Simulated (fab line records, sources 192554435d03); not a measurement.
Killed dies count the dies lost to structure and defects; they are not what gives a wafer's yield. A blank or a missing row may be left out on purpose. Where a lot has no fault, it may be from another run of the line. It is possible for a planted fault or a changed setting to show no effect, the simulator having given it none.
fab line records | flow n5Finfet | part 2 of 2: steps 24 to 33 of 33
record lots=5 wafers=15 lastDay=18
route steps=1938 shown BEOL_M3@1019 BEOL_M4@1021
lots untouched by any fault: they come from a run of this same line in which no faults occurred
startH: start of the lot's first displayed wafer, in hours after the record's first day | waitH: hours elapsed since this lot's preceding step | " unchanged from the row above | L1.1+2: one row covering several wafers at once | - no value present, or no start provided | * or withheld: withheld | < > ~ a bound
route shown NAME@n: names a module that has steps shown in the file, with the first one's number in the route | usual: the fault-free wafers' mean and standard deviation | same: alike in all rows | chamber/n: place in a boat | sites: per-site readings | _std_site: standard deviation of those values | _edge_site: the outer-site mean with the inner-site mean subtracted | radiusMm: how far each site lies from the wafer's centre | mask NAME#n: copy n | behind: the tool/chamber that last shaped the wafer | hold: cause of the lot's hold/its duration in hours/its outcome | device: the n, p or np transistor that did not switch | end of line: at the end of the route, the tests of the same wafers | a step with no rows: only its recipe | killed: not the wafer's yield, but the dies lost to structure and defects at the first sort | map: shows each die of a wafer: x if killed, . if not, _ if none is there
set.NAME: the setting that was run; set.NAME@STEP: the one run at that earlier step | model.NAME: the simulator's own value behind a step, which no gauge read
lots seen at some steps along the route; tables by step, rows by wafer
services: a tool's chamber out of use, with start hour (startH, from the record's first day; less than 0 if before it), hours out, and reason
## steps
# step N5_BEOL_M4_STRIP_75
# recipe chemistry=N2/H2 tempC=40 n2FlowSccm=200 h2FlowSccm=200 rfFrequencyHz=6e+07
# columns lot.wafer tool chamber startH waitH
L077.3+4+5 rieDiel-05 0,2,2 202.91 0.0
L082.3+4+5 rieDiel-05 0,2,3 226.37 0.0
L084.2+3+4 rieDiel-02 0,2,3 244.99 0.0
L085.2+4+5 rieDiel-02 1,3,2 268.97 0.0
L094.3+4+6 rieDiel-06 3,1,2 315.87 0.0
# step N5_BEOL_M4_STRIP_66
# recipe chemistry=CF4 resist=SiARC powerW=300 biasPowerW=75 pressureMtorr=50 cf4FlowSccm=150 rfFrequencyHz=6e+07
# usual drypumpMotorCurrentA=5.7/0.43 oesProductAu=0.76/0.078 rfVppV=271.4/1.1 showerheadPlenumPTorr=1.81/0.04 throttleValvePct=13.64/0.22
# columns lot.wafer tool chamber startH waitH drypumpMotorCurrentA oesProductAu rfHoursCounterH rfVppV showerheadPlenumPTorr throttleValvePct
L077.3 rieDiel-05 0 202.92 0.0 6.2 0.70 178 272.1 1.78 13.79
L077.4 " 2 " " 5.5 0.68 225 272.0 1.78 13.73
L077.5 " 2 " " 5.5 0.68 - 271.3 1.78 13.74
L082.3 rieDiel-05 0 226.38 0.0 6.2 0.70 184 271.3 1.78 13.79
L082.4 " 2 " " 5.5 0.68 232 269.2 1.78 13.75
L082.5 " 3 " " 5.3 0.85 - 272.5 1.81 13.32
L084.2 rieDiel-02 0 245.00 0.0 5.2 0.67 248 272.5 1.85 14.05
L084.3 " 2 " " 5.8 0.82 67 270.9 1.82 13.54
L084.4 " 3 " " 6.4 0.87 40 271.8 1.90 13.49
L085.2 rieDiel-02 1 268.98 0.0 5.0 0.67 258 270.5 1.75 13.74
L085.4 " 3 " " 6.3 0.85 - 275.3 1.90 13.54
L085.5 " 2 " " 5.8 0.80 - 272.3 1.82 13.55
L094.3 rieDiel-06 3 315.88 0.0 5.8 0.70 223 270.5 1.76 13.76
L094.4 " 1 " " 5.7 0.79 83 270.6 1.83 13.46
L094.6 " 2 " " 6.3 0.67 - 270.3 1.78 13.91
# step N5_BEOL_M4_HM_OPEN_17
# recipe chemistry=Cl2/BCl3 targetDepthA=200 overetchA=60 target=TiN maskMaterial=SOC ionEnergyEv=150 pressureMtorr=10 icpW=1000 biasW=126 Cl2_flow_sccm=53.25 bcl3FlowSccm=21.75 Ar_flow_sccm=25
# usual biasW=126.0/0.32 drypumpMotorCurrentA=5.7/0.36 heBacksideLeakSccm=3.27/0.18 mfcArSccm=25.00/0.087 oesProductAu=0.61/0.094 throttleValvePct=22.31/0.13
# columns lot.wafer tool chamber startH waitH biasW drypumpMotorCurrentA heBacksideLeakSccm mfcArSccm oesProductAu rfHoursCounterH throttleValvePct
L077.3 rieMetal-02 0 202.99 0.1 126.1 5.7 3.14 24.95 0.54 - 22.44
L077.4 " 1 " " 125.9 5.3 3.11 25.04 0.58 - 22.40
L077.5 " 1 " " 126.0 5.3 3.41 24.87 0.58 - 22.40
L082.3 rieMetal-03 1 226.45 0.1 126.4 6.0 3.08 25.01 0.65 - 22.10
L082.4 " 0 " " 126.5 6.4 3.26 24.99 0.60 - 22.23
L082.5 " 0 " " 126.1 6.4 3.16 25.00 0.59 - 22.23
L084.2 rieMetal-01 0 245.04 0.0 126.2 5.6 2.95 25.12 0.82 2 22.23
L084.3 " 1 " " 125.8 5.7 3.46 24.93 0.55 - 22.14
L084.4 " 0 " " 125.9 5.6 3.19 25.11 0.82 - 22.20
L085.2 rieMetal-03 1 269.02 0.0 126.2 6.0 3.07 25.05 0.63 47 22.12
L085.4 " 0 " " 126.4 6.3 3.25 25.01 0.59 - 22.25
L085.5 " 0 " " 126.2 6.4 3.43 25.04 0.58 - 22.26
L094.3 rieMetal-03 1 315.95 0.1 126.7 6.0 3.24 24.81 0.63 - 22.11
L094.4 " 0 " " 126.0 6.4 3.48 24.86 0.59 - 22.25
L094.6 " 1 " " 125.9 6.0 3.32 24.91 0.62 - 22.12
# step N5_BEOL_M4_STRIP_19
# recipe chemistry=O2 powerW=400 tempC=40 pressureMtorr=30 rfFrequencyHz=6e+07 biasPowerW=0 overashFraction=0.2 o2FlowSccm=225
# usual drypumpMotorCurrentA=5.7/0.4 oesProductAu=0.77/0.087 rfVppV=3.6/0.5 showerheadPlenumPTorr=2.11/0.04 throttleValvePct=16.73/0.23
# columns lot.wafer tool chamber startH waitH drypumpMotorCurrentA oesProductAu rfHoursCounterH rfVppV showerheadPlenumPTorr throttleValvePct
L077.3 rieDiel-05 2 203.07 0.1 5.5 0.68 225 3.1 2.08 16.78
L077.4 " 1 " " 5.4 0.74 179 4.9 2.08 16.90
L077.5 " 1 " " 5.4 0.73 - 3.6 2.08 16.88
L082.3 rieDiel-06 0 226.53 0.1 5.8 0.88 48 3.4 2.12 16.58
L082.4 " 3 " " 5.8 0.72 190 3.8 2.10 16.88
L082.5 " 3 " " 5.8 0.72 - 3.5 2.10 16.87
L084.2 rieDiel-06 0 245.26 0.2 5.8 0.87 54 3.7 2.12 16.57
L084.3 " 2 " " 6.3 0.71 224 3.4 2.06 16.77
L084.4 " 1 " " 5.7 0.82 58 4.3 2.11 16.32
L085.2 rieDiel-05 1 269.14 0.1 5.4 0.72 202 4.4 2.07 16.92
L085.4 " 2 " " 5.5 0.67 247 4.0 2.07 16.82
L085.5 " 2 " " 5.5 0.67 - 4.5 2.07 16.80
L094.3 rieDiel-06 0 316.25 0.3 5.8 0.83 81 3.6 2.11 16.63
L094.4 " 3 " " 5.8 0.69 223 3.9 2.08 16.95
L094.6 " 3 " " 5.8 0.69 - 3.3 2.08 16.95
# step N5_BEOL_M4_CD_MEAS_18
# recipe pitchNm=36 targetCdNm=18
# usual cdNm=18.0/0.36
# columns lot.wafer tool chamber startH waitH cdNm
L077.3 cdSem-01 - 203.15 0.1 17.4
L077.4 " - " " 17.7
L077.5 " - " " 17.7
L082.3 cdSem-02 - 226.61 0.1 17.8
L082.4 " - " " 18.4
L082.5 " - " " 17.8
L084.2 cdSem-03 - 245.33 0.1 18.0
L084.3 " - " " 18.0
L084.4 " - " " 18.2
L085.2 cdSem-01 - 269.21 0.1 17.6
L085.4 " - " " 17.9
L085.5 " - " " 17.8
L094.3 cdSem-03 - 316.32 0.1 17.9
L094.4 " - " " 18.1
L094.6 " - " " 17.5
# step N5_BEOL_M4_COAT_67
# recipe resist=SOC tempC=250 timeS=60 spinRpm=1500 resistThkNm=60
# columns lot.wafer tool chamber startH waitH
L077.3+4+5 lithoTrack-03 0 203.18 0.0
L082.3+4+5 lithoTrack-03 0 226.64 0.0
L084.2+3+4 lithoTrack-03 0 245.37 0.0
L085.2+4+5 lithoTrack-05 0 269.24 0.0
L094.3+4+6 lithoTrack-02 0 316.35 0.0
# step N5_BEOL_M4_COAT_68
# recipe resist=SiARC tempC=220 timeS=60 spinRpm=1500 resistThkNm=12
# columns lot.wafer tool chamber startH waitH
L077.3+4+5 lithoTrack-03 0 - -
L082.3+4+5 lithoTrack-03 0 - -
L084.2+3+4 lithoTrack-03 0 - -
L085.2+4+5 lithoTrack-05 0 - -
L094.3+4+6 lithoTrack-02 0 - -
# step N5_BEOL_M4_COAT_76
# recipe resist=underlayer tempC=205 timeS=60 spinRpm=1500 resistThkNm=5
# columns lot.wafer tool chamber startH waitH
L077.3+4+5 lithoTrack-03 0 - -
L082.3+4+5 lithoTrack-03 0 - -
L084.2+3+4 lithoTrack-03 0 - -
L085.2+4+5 lithoTrack-05 0 - -
L094.3+4+6 lithoTrack-02 0 - -
# step N5_BEOL_M4_COAT_22
# recipe resist=CAR-EUV spinRpm=1500 resistThkNm=30
# columns lot.wafer tool chamber startH waitH
L077.3+4+5 lithoTrack-03 0 - -
L082.3+4+5 lithoTrack-03 0 - -
L084.2+3+4 lithoTrack-03 0 - -
L085.2+4+5 lithoTrack-05 0 - -
L094.3+4+6 lithoTrack-02 0 - -
# step N5_BEOL_M4_EBR_24
# recipe solvent=PGMEA ebrWidthMm=1.5
# same ebrWidthMm=1.5
# columns lot.wafer tool chamber startH waitH
L077.3+4+5 lithoTrack-03 0 - -
L082.3+4+5 lithoTrack-03 0 - -
L084.2+3+4 lithoTrack-03 0 - -
L085.2+4+5 lithoTrack-05 0 - -
L094.3+4+6 lithoTrack-02 0 - -
## services
# columns tool chamber startH hours kind
rieDiel-02 0 190.66 4.0 repair
euvScanner-01 - 194.21 1.2 repair
euvScanner-01 - 198.47 4.6 pm
euvScanner-02 - 200.07 0.3 repair
pecvd-04 - 203.08 1.3 repair
rieDiel-02 2 212.97 7.8 repair
pecvd-01 2 215.87 20.5 repair
euvScanner-01 - 216.99 1.0 pm
euvScanner-02 - 218.00 1.0 pm
euvScanner-02 - 221.01 12.0 pm
pecvd-03 1 223.73 6.0 repair
rieDiel-02 0 233.99 1.9 repair
pecvd-03 2 234.72 9.0 repair
pecvd-04 0 256.02 5.2 repair
euvScanner-02 - 259.34 5.8 pm
euvScanner-02 - 265.66 4.6 pm
euvScanner-01 - 273.14 1.0 pm
euvScanner-02 - 273.33 1.3 repair
rieDiel-02 2 274.60 2.7 repair
euvScanner-02 - 274.67 1.0 pm
euvScanner-02 - 282.83 0.5 repair
euvScanner-01 - 298.50 0.2 repair
pecvd-04 2 301.00 2.5 repair
euvScanner-02 - 301.81 0.1 repair
